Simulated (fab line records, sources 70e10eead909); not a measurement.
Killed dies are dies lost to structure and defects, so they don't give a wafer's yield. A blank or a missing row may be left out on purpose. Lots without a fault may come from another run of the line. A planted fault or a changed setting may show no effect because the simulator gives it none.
The tool behind it: which one? / flow nand_harc / 12 lots, 36 wafers sampled, at 5 steps of a route of 1302

## WHAT THE GAUGES READ, wafer by wafer
NHARC_END_SORT_01. Usual: killed_at_array 55, standard deviation 20; killed_at_other 1.2, standard deviation 1.3; killed_at_periphery 4.0, standard deviation 3; killed_dies 60, standard deviation 21; killed_open 3.2, standard deviation 1.9; killed_short 2.5, standard deviation 1.6.
lot=L610; measured=day 24 14:13; on=prober-02; killed_at_array=58 60 63; killed_at_other=2 2 2; killed_at_periphery=9 10 11; killed_dies=69 72 76; killed_open=4 3 5; killed_short=3 0 0; flag=
lot=L611; measured=day 25 07:35; on=prober-01; killed_at_array=73 68 57; killed_at_other=0 2 2; killed_at_periphery=5 3 2; killed_dies=78 73 61; killed_open=3 3 3; killed_short=4 2 3; flag=
lot=L612; measured=day 25 02:03; on=prober-02; killed_at_array=31 26 22; killed_at_other=0 0 0; killed_at_periphery=2 6 2; killed_dies=33 32 24; killed_open=3 5 3; killed_short=1 2 1; flag=
lot=L613; measured=day 25 12:42; on=prober-02; killed_at_array=22 23 19; killed_at_other=0 0 0; killed_at_periphery=11 4 5; killed_dies=33 27 24; killed_open=5 7 4; killed_short=1 5 1; flag=
lot=L616; measured=day 26 23:45; on=prober-01; killed_at_array=65 72 70; killed_at_other=0 0 1; killed_at_periphery=4 0 1; killed_dies=69 72 72; killed_open=2 1 1; killed_short=2 1 1; flag=
lot=L617; measured=day 27 06:13; on=prober-02; killed_at_array=84 62 75; killed_at_other=1 0 5; killed_at_periphery=0 4 4; killed_dies=85 66 84; killed_open=5 4 1; killed_short=3 2 5; flag=
lot=L619; measured=day 29 21:17; on=prober-01; killed_at_array=43 50 70; killed_at_other=1 6 1; killed_at_periphery=3 2 1; killed_dies=47 58 72; killed_open=3 4 3; killed_short=3 0 5; flag=
lot=L622; measured=day 29 12:43; on=prober-01; killed_at_array=68 52 65; killed_at_other=0 3 1; killed_at_periphery=8 6 2; killed_dies=76 61 68; killed_open=4 4 2; killed_short=1 1 3; flag=
lot=L628; measured=day 32 23:27; on=prober-02; killed_at_array=43 49 622; killed_at_other=2 3 2; killed_at_periphery=13 12 12; killed_dies=58 64 636; killed_open=6 2 4; killed_short=3 1 0; flag=OFF
lot=L629; measured=day 32 19:46; on=prober-01; killed_at_array=664 58 64; killed_at_other=1 0 0; killed_at_periphery=0 6 3; killed_dies=665 64 67; killed_open=3 2 3; killed_short=2 3 4; flag=OFF
lot=L630; measured=day 32 09:47; on=prober-01; killed_at_array=53 646 44; killed_at_other=0 1 0; killed_at_periphery=6 3 4; killed_dies=59 650 48; killed_open=5 11 3; killed_short=4 2 4; flag=OFF
lot=L633; measured=day 33 21:07; on=prober-01; killed_at_array=24 19 19; killed_at_other=2 0 2; killed_at_periphery=4 4 0; killed_dies=30 23 21; killed_open=2 7 3; killed_short=1 1 4; flag=

## WHAT TOOL EACH LOT RAN ON (gives the tool, then ch and the chambers of the sampled wafers, and finally the start)
lot=L610; NHARC_A_STAIRCASE_TRIM_24=rie_diel-04 ch 2,3, day 15 14:59 or earlier; NHARC_A_STAIRCASE_ETCH_188=rie_diel-04 ch 2,3, day 15 14:59 or earlier; NHARC_A_STAIRCASE_TRIM_191=rie_diel-04 ch 0,1,3, day 15 14:59; NHARC_A_STAIRCASE_TRIM_198=rie_diel-08 ch 2,3, day 24 14:13 or earlier
lot=L611; NHARC_A_STAIRCASE_TRIM_24=rie_diel-13 ch 0,1,3, day 16 17:55 or earlier; NHARC_A_STAIRCASE_ETCH_188=rie_diel-13 ch 1,2,3, day 16 17:55 or earlier; NHARC_A_STAIRCASE_TRIM_191=rie_diel-13 ch 0,3, day 16 17:55; NHARC_A_STAIRCASE_TRIM_198=rie_diel-13 ch 0,1, day 25 07:35 or earlier
lot=L612; NHARC_A_STAIRCASE_TRIM_24=rie_diel-04 ch 0,1, day 16 18:38 or earlier; NHARC_A_STAIRCASE_ETCH_188=rie_diel-04 ch 2,3, day 16 18:38 or earlier; NHARC_A_STAIRCASE_TRIM_191=rie_diel-04 ch 0,1,2, day 16 18:38; NHARC_A_STAIRCASE_TRIM_198=rie_diel-04 ch 0,3, day 25 02:03 or earlier
lot=L613; NHARC_A_STAIRCASE_TRIM_24=rie_diel-13 ch 0,3, day 17 08:50 or earlier; NHARC_A_STAIRCASE_ETCH_188=rie_diel-04 ch 1,3, day 17 08:50 or earlier; NHARC_A_STAIRCASE_TRIM_191=rie_diel-04 ch 0,2,3, day 17 08:50; NHARC_A_STAIRCASE_TRIM_198=rie_diel-04 ch 0,1,2, day 25 12:42 or earlier
lot=L616; NHARC_A_STAIRCASE_TRIM_24=rie_diel-04 ch 1,2,3, day 18 10:12 or earlier; NHARC_A_STAIRCASE_ETCH_188=rie_diel-13 ch 0,3, day 18 10:12 or earlier; NHARC_A_STAIRCASE_TRIM_191=rie_diel-13 ch 1,2,3, day 18 10:12; NHARC_A_STAIRCASE_TRIM_198=rie_diel-04 ch 1,2, day 26 23:45 or earlier
lot=L617; NHARC_A_STAIRCASE_TRIM_24=rie_diel-08 ch 1,2, day 19 02:42 or earlier; NHARC_A_STAIRCASE_ETCH_188=rie_diel-13 ch 0,1,3, day 19 02:42 or earlier; NHARC_A_STAIRCASE_TRIM_191=rie_diel-13 ch 0,3, day 19 02:42; NHARC_A_STAIRCASE_TRIM_198=rie_diel-08 ch 0,1,3, day 27 06:13 or earlier
lot=L619; NHARC_A_STAIRCASE_TRIM_24=rie_diel-04 ch 0,2,3, day 20 10:43 or earlier; NHARC_A_STAIRCASE_ETCH_188=rie_diel-13 ch 1,2,3, day 20 10:43 or earlier; NHARC_A_STAIRCASE_TRIM_191=rie_diel-13 ch 0,1,2, day 20 10:43; NHARC_A_STAIRCASE_TRIM_198=rie_diel-13 ch 0,1,2, day 29 21:17 or earlier
lot=L622; NHARC_A_STAIRCASE_TRIM_24=rie_diel-08 ch 0,1,3, day 20 14:35 or earlier; NHARC_A_STAIRCASE_ETCH_188=rie_diel-04 ch 0,1,2, day 20 14:35 or earlier; NHARC_A_STAIRCASE_TRIM_191=rie_diel-04 ch 0,2,3, day 20 14:35; NHARC_A_STAIRCASE_TRIM_198=rie_diel-04 ch 2,3, day 29 12:43 or earlier
lot=L628; NHARC_A_STAIRCASE_TRIM_24=rie_diel-04 ch 0,1,3, day 24 01:37 or earlier; NHARC_A_STAIRCASE_ETCH_188=rie_diel-04 ch 0,1,3, day 24 01:37 or earlier; NHARC_A_STAIRCASE_TRIM_191=rie_diel-04 ch 0,1,2, day 24 01:37; NHARC_A_STAIRCASE_TRIM_198=rie_diel-04 ch 1,2, day 32 23:27 or earlier
lot=L629; NHARC_A_STAIRCASE_TRIM_24=rie_diel-13 ch 0,1, day 24 03:53 or earlier; NHARC_A_STAIRCASE_ETCH_188=rie_diel-04 ch 0,2,3, day 24 03:53 or earlier; NHARC_A_STAIRCASE_TRIM_191=rie_diel-04 ch 0,3, day 24 03:53; NHARC_A_STAIRCASE_TRIM_198=rie_diel-08 ch 1,2, day 32 19:46 or earlier
lot=L630; NHARC_A_STAIRCASE_TRIM_24=rie_diel-08 ch 0,2,3, day 24 10:24 or earlier; NHARC_A_STAIRCASE_ETCH_188=rie_diel-04 ch 0,1, day 24 10:24 or earlier; NHARC_A_STAIRCASE_TRIM_191=rie_diel-04 ch 0,2,3, day 24 10:24; NHARC_A_STAIRCASE_TRIM_198=rie_diel-08 ch 1,2, day 32 09:47 or earlier
lot=L633; NHARC_A_STAIRCASE_TRIM_24=rie_diel-13 ch 1,2,3, day 25 15:41 or earlier; NHARC_A_STAIRCASE_ETCH_188=rie_diel-13 ch 2,3, day 25 15:41 or earlier; NHARC_A_STAIRCASE_TRIM_191=rie_diel-13 ch 1,3, day 25 15:41; NHARC_A_STAIRCASE_TRIM_198=rie_diel-04 ch 0,1, day 33 21:07 or earlier
- NHARC_A_STAIRCASE_TRIM_24: chemistry O2, time 211.2 s.
- NHARC_A_STAIRCASE_ETCH_188: etches the open film in C4F8/O2, target depth 100 nm, time 40.5 s.
- NHARC_A_STAIRCASE_TRIM_191: chemistry O2, time 211.2 s.
- NHARC_A_STAIRCASE_TRIM_198: chemistry O2, time 211.2 s.

## WHAT THE TOOLS THEMSELVES READ (means of the sampled wafers that have a number; where no wafer has one, the mark that the record gives instead)
NHARC_A_STAIRCASE_TRIM_24. Usual: drypump_motor_current_A 5.8 A, standard deviation 0.44; oes_product_au 1.001 a.u., standard deviation 0.01; rf_vpp_V 57.7 V, standard deviation 0.95; showerhead_plenum_p_Torr 3.52 Torr, standard deviation 0.15; throttle_valve_pct 17.035 %, standard deviation 0.0092.
lot=L610; tool=rie_diel-04; drypump_motor_current_A (A)=6.1; oes_product_au (a.u.)=1.003; rf_vpp_V (V)=56.1; showerhead_plenum_p_Torr (Torr)=3.33; throttle_valve_pct (%)=17.036; flag=
lot=L611; tool=rie_diel-13; drypump_motor_current_A (A)=6.0; oes_product_au (a.u.)=0.996; rf_vpp_V (V)=57.5; showerhead_plenum_p_Torr (Torr)=3.51; throttle_valve_pct (%)=17.033; flag=
lot=L612; tool=rie_diel-04; drypump_motor_current_A (A)=5.7; oes_product_au (a.u.)=0.988; rf_vpp_V (V)=57.8; showerhead_plenum_p_Torr (Torr)=3.67; throttle_valve_pct (%)=17.034; flag=
lot=L613; tool=rie_diel-13; drypump_motor_current_A (A)=6.1; oes_product_au (a.u.)=1.004; rf_vpp_V (V)=57.1; showerhead_plenum_p_Torr (Torr)=3.39; throttle_valve_pct (%)=17.030; flag=
lot=L616; tool=rie_diel-04; drypump_motor_current_A (A)=5.7; oes_product_au (a.u.)=1.005; rf_vpp_V (V)=58.0; showerhead_plenum_p_Torr (Torr)=3.64; throttle_valve_pct (%)=17.039; flag=
lot=L617; tool=rie_diel-08; drypump_motor_current_A (A)=5.6; oes_product_au (a.u.)=1.003; rf_vpp_V (V)=57.6; showerhead_plenum_p_Torr (Torr)=3.51; throttle_valve_pct (%)=17.033; flag=
lot=L619; tool=rie_diel-04; drypump_motor_current_A (A)=6.2; oes_product_au (a.u.)=1.005; rf_vpp_V (V)=57.8; showerhead_plenum_p_Torr (Torr)=3.61; throttle_valve_pct (%)=17.039; flag=
lot=L622; tool=rie_diel-08; drypump_motor_current_A (A)=5.6; oes_product_au (a.u.)=1.000; rf_vpp_V (V)=57.9; showerhead_plenum_p_Torr (Torr)=3.47; throttle_valve_pct (%)=17.029; flag=
lot=L628; tool=rie_diel-04; drypump_motor_current_A (A)=5.8; oes_product_au (a.u.)=0.991; rf_vpp_V (V)=57.8; showerhead_plenum_p_Torr (Torr)=3.57; throttle_valve_pct (%)=17.036; flag=
lot=L629; tool=rie_diel-13; drypump_motor_current_A (A)=5.8; oes_product_au (a.u.)=0.997; rf_vpp_V (V)=57.3; showerhead_plenum_p_Torr (Torr)=3.52; throttle_valve_pct (%)=17.043; flag=
lot=L630; tool=rie_diel-08; drypump_motor_current_A (A)=5.5; oes_product_au (a.u.)=1.015; rf_vpp_V (V)=57.3; showerhead_plenum_p_Torr (Torr)=3.47; throttle_valve_pct (%)=17.036; flag=
lot=L633; tool=rie_diel-13; drypump_motor_current_A (A)=6.0; oes_product_au (a.u.)=1.002; rf_vpp_V (V)=57.7; showerhead_plenum_p_Torr (Torr)=3.52; throttle_valve_pct (%)=17.034; flag=

NHARC_A_STAIRCASE_ETCH_188. Usual: oes_product_au 0.940 a.u., standard deviation 0.013; rf_vpp_V 897 V, standard deviation 6.
lot=L610; tool=rie_diel-04; oes_product_au (a.u.)=0.947; rf_vpp_V (V)=891; flag=
lot=L611; tool=rie_diel-13; oes_product_au (a.u.)=0.955; rf_vpp_V (V)=896; flag=
lot=L612; tool=rie_diel-04; oes_product_au (a.u.)=0.947; rf_vpp_V (V)=901; flag=
lot=L613; tool=rie_diel-04; oes_product_au (a.u.)=0.954; rf_vpp_V (V)=899; flag=
lot=L616; tool=rie_diel-13; oes_product_au (a.u.)=0.940; rf_vpp_V (V)=889; flag=
lot=L617; tool=rie_diel-13; oes_product_au (a.u.)=0.929; rf_vpp_V (V)=894; flag=
lot=L619; tool=rie_diel-13; oes_product_au (a.u.)=0.933; rf_vpp_V (V)=896; flag=
lot=L622; tool=rie_diel-04; oes_product_au (a.u.)=0.951; rf_vpp_V (V)=902; flag=
lot=L628; tool=rie_diel-04; oes_product_au (a.u.)=0.936; rf_vpp_V (V)=897; flag=
lot=L629; tool=rie_diel-04; oes_product_au (a.u.)=0.945; rf_vpp_V (V)=898; flag=
lot=L630; tool=rie_diel-04; oes_product_au (a.u.)=0.935; rf_vpp_V (V)=901; flag=
lot=L633; tool=rie_diel-13; oes_product_au (a.u.)=0.937; rf_vpp_V (V)=889; flag=

NHARC_A_STAIRCASE_TRIM_191. Usual: drypump_motor_current_A 5.8 A, standard deviation 0.51; oes_product_au 0.999 a.u., standard deviation 0.011; rf_vpp_V 58.0 V, standard deviation 0.86; showerhead_plenum_p_Torr 3.57 Torr, standard deviation 0.16; throttle_valve_pct 17.036 %, standard deviation 0.0096.
lot=L610; tool=rie_diel-04; drypump_motor_current_A (A)=5.8; oes_product_au (a.u.)=1.002; rf_vpp_V (V)=57.7; showerhead_plenum_p_Torr (Torr)=3.60; throttle_valve_pct (%)=17.043; flag=
lot=L611; tool=rie_diel-13; drypump_motor_current_A (A)=6.1; oes_product_au (a.u.)=0.987; rf_vpp_V (V)=57.6; showerhead_plenum_p_Torr (Torr)=3.39; throttle_valve_pct (%)=17.046; flag=
lot=L612; tool=rie_diel-04; drypump_motor_current_A (A)=5.6; oes_product_au (a.u.)=0.993; rf_vpp_V (V)=58.3; showerhead_plenum_p_Torr (Torr)=3.72; throttle_valve_pct (%)=17.034; flag=
lot=L613; tool=rie_diel-04; drypump_motor_current_A (A)=6.2; oes_product_au (a.u.)=1.003; rf_vpp_V (V)=58.2; showerhead_plenum_p_Torr (Torr)=3.63; throttle_valve_pct (%)=17.040; flag=
lot=L616; tool=rie_diel-13; drypump_motor_current_A (A)=6.0; oes_product_au (a.u.)=1.002; rf_vpp_V (V)=57.4; showerhead_plenum_p_Torr (Torr)=3.55; throttle_valve_pct (%)=17.033; flag=
lot=L617; tool=rie_diel-13; drypump_motor_current_A (A)=6.4; oes_product_au (a.u.)=0.992; rf_vpp_V (V)=57.5; showerhead_plenum_p_Torr (Torr)=3.34; throttle_valve_pct (%)=17.023; flag=
lot=L619; tool=rie_diel-13; drypump_motor_current_A (A)=5.8; oes_product_au (a.u.)=1.001; rf_vpp_V (V)=57.5; showerhead_plenum_p_Torr (Torr)=3.57; throttle_valve_pct (%)=17.034; flag=
lot=L622; tool=rie_diel-04; drypump_motor_current_A (A)=6.2; oes_product_au (a.u.)=1.000; rf_vpp_V (V)=58.3; showerhead_plenum_p_Torr (Torr)=3.61; throttle_valve_pct (%)=17.032; flag=
lot=L628; tool=rie_diel-04; drypump_motor_current_A (A)=5.6; oes_product_au (a.u.)=1.061; rf_vpp_V (V)=57.6; showerhead_plenum_p_Torr (Torr)=3.69; throttle_valve_pct (%)=17.038; flag=OFF
lot=L629; tool=rie_diel-04; drypump_motor_current_A (A)=6.3; oes_product_au (a.u.)=1.051; rf_vpp_V (V)=57.8; showerhead_plenum_p_Torr (Torr)=3.48; throttle_valve_pct (%)=17.040; flag=OFF
lot=L630; tool=rie_diel-04; drypump_motor_current_A (A)=6.2; oes_product_au (a.u.)=1.061; rf_vpp_V (V)=58.8; showerhead_plenum_p_Torr (Torr)=3.60; throttle_valve_pct (%)=17.039; flag=OFF
lot=L633; tool=rie_diel-13; drypump_motor_current_A (A)=5.9; oes_product_au (a.u.)=0.992; rf_vpp_V (V)=58.2; showerhead_plenum_p_Torr (Torr)=3.60; throttle_valve_pct (%)=17.043; flag=

NHARC_A_STAIRCASE_TRIM_198. Usual: drypump_motor_current_A 5.8 A, standard deviation 0.47; oes_product_au 1.001 a.u., standard deviation 0.012; rf_vpp_V 57.8 V, standard deviation 0.96; showerhead_plenum_p_Torr 3.56 Torr, standard deviation 0.14; throttle_valve_pct 17.038 %, standard deviation 0.0095.
lot=L610; tool=rie_diel-08; drypump_motor_current_A (A)=5.5; oes_product_au (a.u.)=1.013; rf_vpp_V (V)=57.2; showerhead_plenum_p_Torr (Torr)=3.49; throttle_valve_pct (%)=17.045; flag=
lot=L611; tool=rie_diel-13; drypump_motor_current_A (A)=5.8; oes_product_au (a.u.)=1.002; rf_vpp_V (V)=57.2; showerhead_plenum_p_Torr (Torr)=3.55; throttle_valve_pct (%)=17.039; flag=
lot=L612; tool=rie_diel-04; drypump_motor_current_A (A)=6.2; oes_product_au (a.u.)=0.997; rf_vpp_V (V)=57.8; showerhead_plenum_p_Torr (Torr)=3.58; throttle_valve_pct (%)=17.036; flag=
lot=L613; tool=rie_diel-04; drypump_motor_current_A (A)=5.6; oes_product_au (a.u.)=1.003; rf_vpp_V (V)=58.2; showerhead_plenum_p_Torr (Torr)=3.72; throttle_valve_pct (%)=17.042; flag=
lot=L616; tool=rie_diel-04; drypump_motor_current_A (A)=5.6; oes_product_au (a.u.)=1.004; rf_vpp_V (V)=58.6; showerhead_plenum_p_Torr (Torr)=3.77; throttle_valve_pct (%)=17.040; flag=
lot=L617; tool=rie_diel-08; drypump_motor_current_A (A)=5.6; oes_product_au (a.u.)=1.003; rf_vpp_V (V)=57.0; showerhead_plenum_p_Torr (Torr)=3.48; throttle_valve_pct (%)=17.033; flag=
lot=L619; tool=rie_diel-13; drypump_motor_current_A (A)=5.8; oes_product_au (a.u.)=0.996; rf_vpp_V (V)=56.7; showerhead_plenum_p_Torr (Torr)=3.57; throttle_valve_pct (%)=17.034; flag=
lot=L622; tool=rie_diel-04; drypump_motor_current_A (A)=6.1; oes_product_au (a.u.)=1.008; rf_vpp_V (V)=57.9; showerhead_plenum_p_Torr (Torr)=3.67; throttle_valve_pct (%)=17.040; flag=
lot=L628; tool=rie_diel-04; drypump_motor_current_A (A)=5.6; oes_product_au (a.u.)=1.015; rf_vpp_V (V)=58.7; showerhead_plenum_p_Torr (Torr)=3.75; throttle_valve_pct (%)=17.042; flag=
lot=L629; tool=rie_diel-08; drypump_motor_current_A (A)=5.7; oes_product_au (a.u.)=0.992; rf_vpp_V (V)=57.0; showerhead_plenum_p_Torr (Torr)=3.48; throttle_valve_pct (%)=17.032; flag=
lot=L630; tool=rie_diel-08; drypump_motor_current_A (A)=5.6; oes_product_au (a.u.)=0.999; rf_vpp_V (V)=58.3; showerhead_plenum_p_Torr (Torr)=3.50; throttle_valve_pct (%)=17.039; flag=
lot=L633; tool=rie_diel-04; drypump_motor_current_A (A)=5.7; oes_product_au (a.u.)=0.982; rf_vpp_V (V)=58.0; showerhead_plenum_p_Torr (Torr)=3.63; throttle_valve_pct (%)=17.037; flag=

## THE ANSWER, worked out from the rows above alone
Rule: a lot is off if the mean of its wafers that have a number lies more than 3 standard deviations from the usual mean. A lot without any number at a reading at which 4 lots or more have one is off too. The other lots that the step has rows for count as sound. The gauges are gone through in route order, then the tools' own readings, and for those a lot's mean is taken as printed above. The first step at which some lot is off is used, and at that step the reading that is off furthest; a lot without a number counts as furthest.
Off, at NHARC_END_SORT_01 on killed_at_array: L628, L629, L630.
A tool fits if, at a process step before that reading, it ran every lot that is off, and no sound lot after the first of them. Not tried: the gauges at NHARC_END_SORT_01; whatever is off there is also off at NHARC_A_STAIRCASE_TRIM_191, on other tools, and gauge error can't account for it. With no start given for some of its lots, NHARC_A_STAIRCASE_TRIM_24 uses the hours and lot order of NHARC_A_STAIRCASE_TRIM_191. With no start given for some of its lots, NHARC_A_STAIRCASE_ETCH_188 uses the hours and lot order of NHARC_A_STAIRCASE_TRIM_191. With no start given for some of its lots, NHARC_A_STAIRCASE_TRIM_198 uses the hours and lot order of NHARC_END_SORT_01. One fits: rie_diel-04 at NHARC_A_STAIRCASE_ETCH_188 and NHARC_A_STAIRCASE_TRIM_191. At NHARC_A_STAIRCASE_ETCH_188 its last sound lot is L622 (day 20 14:35), its first lot that is off L628 (day 24 01:37): a fault that began between those two fits.

## WHAT THE SIMULATOR HAD INSERTED
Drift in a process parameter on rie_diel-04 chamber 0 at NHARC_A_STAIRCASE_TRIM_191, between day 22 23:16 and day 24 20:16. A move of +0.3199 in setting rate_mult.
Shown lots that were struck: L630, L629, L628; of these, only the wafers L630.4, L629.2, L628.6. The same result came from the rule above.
